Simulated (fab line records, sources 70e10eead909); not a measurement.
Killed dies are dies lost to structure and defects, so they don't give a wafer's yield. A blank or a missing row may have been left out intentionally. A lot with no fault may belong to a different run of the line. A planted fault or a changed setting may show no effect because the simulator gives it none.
One fault seen from 2 desks / flow nandHarc / what lay behind the numbers comes last; until then each desk has only its own

## THE TOOL OWNER'S DESK: rieDiel-01
The tool's own readings at NHARC_A_CONTACT_ETCH_75 (etches the open film in CF4, target depth 39 nm, time 65 s): means of the sampled wafers that have a number, for each lot that ran on this tool. Any lot whose mean is over 4 standard deviations away from the usual mean is out of limits and marked OUT; that distance is given in the brackets.
Columns: A = biasW at NHARC_A_CONTACT_ETCH_75, usual 100.02 W; B = drypumpMotorCurrentA at NHARC_A_CONTACT_ETCH_75, usual 5.7 A; C = oesProductAu at NHARC_A_CONTACT_ETCH_75, usual 1.007 a.u.; D = rfVppV at NHARC_A_CONTACT_ETCH_75, usual 151.1 V; E = showerheadPlenumPTorr at NHARC_A_CONTACT_ETCH_75, usual 1.75 Torr; F = throttleValvePct at NHARC_A_CONTACT_ETCH_75, usual 13.284 %
lot=L794; first seen here=day 23 15:56; A=99.95; B=5.6; C=1.001; D=151.6; E=1.75; F=13.287
lot=L800; first seen here=day 25 17:50; A=100.10; B=6.2; C=0.956 (-5.3) OUT; D=150.2; E=1.69; F=13.299
lot=L801; first seen here=day 25 23:54; A=99.80; B=6.1; C=0.897 (-11) OUT; D=149.9; E=1.68; F=13.280
lot=L808; first seen here=day 28 16:49; A=100.20; B=5.8; C=1.016; D=151.5; E=1.75; F=13.278
lot=L805; first seen here=day 28 21:27; A=100.08; B=5.8; C=1.014; D=150.0; E=1.71; F=13.280
lot=L811; first seen here=day 29 17:36; A=100.08; B=4.9; C=1.019; D=151.7; E=1.81; F=13.288
lot=L812; first seen here=day 31 03:44; A=100.10; B=5.6; C=1.003; D=150.6; E=1.74; F=13.282
lot=L814; first seen here=day 31 10:13; A=100.23; B=6.1; C=1.010; D=149.9; E=1.67; F=13.291
This desk's finding: out of limits on L800, L801; first on L800, day 25 17:50 (oesProductAu at NHARC_A_CONTACT_ETCH_75). L794, L808, L805, L811, L812, L814 stayed within limits.

## AT THE METROLOGY DESK
Means of the sampled wafers that have a number, per lot and without regard to the tool the lot ran on: this is what the gauges read. Any lot whose mean is over 4 standard deviations away from the usual mean is out of limits and marked OUT; that distance is given in the brackets.
Columns: A = cdNm at NHARC_A_CONTACT_CD_MEAS_69, usual 300.1 nm
lot=L791; first seen here=day 21 22:41; A=300.3
lot=L794; first seen here=day 23 15:40; A=300.9
lot=L800; first seen here=day 25 17:32; A=300.4
lot=L801; first seen here=day 25 23:38; A=299.2
lot=L806; first seen here=day 28 09:07; A=299.9
lot=L808; first seen here=day 28 16:05; A=300.6
lot=L805; first seen here=day 28 21:11; A=299.9
lot=L811; first seen here=day 29 17:20; A=300.3
lot=L809; first seen here=day 29 17:52; A=299.6
lot=L810; first seen here=day 30 17:31; A=299.9
lot=L813; first seen here=day 30 21:56; A=299.4
lot=L812; first seen here=day 31 03:27; A=300.3
lot=L814; first seen here=day 31 09:55; A=299.9
Result from this desk: across the 13 lots, nothing is out of limits.

## BROUGHT TOGETHER
At day 25 17:50, on L800, L801, the tool owner's desk was in a position to raise an alarm.
The metrology desk saw nothing out of limits.
The metrology desk holds a record of L800, L801, inside its limits.
All the named lots went through NHARC_A_CONTACT_ETCH_75 on rieDiel-01.

## WHAT THE SIMULATOR HAD INSERTED
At NHARC_A_CONTACT_ETCH_75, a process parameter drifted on rieDiel-01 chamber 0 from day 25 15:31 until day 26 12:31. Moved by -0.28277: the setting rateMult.
Lots struck among those shown: L800, L801.
Hours from the fault's start to each desk's first reading out of limits: the tool owner's desk, 2.
